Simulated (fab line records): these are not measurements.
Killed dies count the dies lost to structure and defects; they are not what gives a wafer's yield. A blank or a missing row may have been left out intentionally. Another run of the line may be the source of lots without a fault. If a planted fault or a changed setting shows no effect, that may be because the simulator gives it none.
Chamber matching    flow nand harc    4 sister chambers for NHARC_P_M1_CMP_23 on cmp-03
The step polishes, t overpolish 20 s, target thk 157.82 nm. 4 wafers are shown with their chamber, then 7 later ones without.

## EACH WAFER AND ITS CHAMBER
wafer   chamber  motor current A (A)
L087.4  3        12.3
L089.3  2        12.5
L090.1  0        9.7
L090.3  1        13.8

## WAFERS WITHOUT THEIR CHAMBER
wafer   motor current A (A)
L090.4  12.9
L093.2  13.6
L093.4  12.9
L093.6  13.8
L095.1  9.9
L095.2  12.9
L095.3  13.3

## WHICH CHAMBER EACH WENT THROUGH
wafer   from the rows above           in truth
L090.4  can't be placed: 2 or 3 or 1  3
L093.2  1                             1
L093.4  can't be placed: 2 or 3 or 1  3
L093.6  1                             1
L095.1  0                             0
L095.2  can't be placed: 2 or 3 or 1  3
L095.3  can't be placed: 1 or 2 or 3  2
Correct placement for 3 of the 7. Unplaceable from these rows: 4, with the true chamber sitting among the candidates in 4. Placed wrongly: 0.
How it was worked out, from the rows above alone: a wafer's distance from a chamber is the root of the sum, over the readings, of the square of ((its reading less the chamber's mean) divided by the reading's scatter). If the next closest chamber is less than 2 further off than the closest, the wafer can't be placed; otherwise it belongs to the closest. Each chamber's mean is taken over the wafers shown for it. The scatter: with one shown wafer a chamber, the root of the mean of the squares of how far each hidden wafer lies from its nearest shown one.
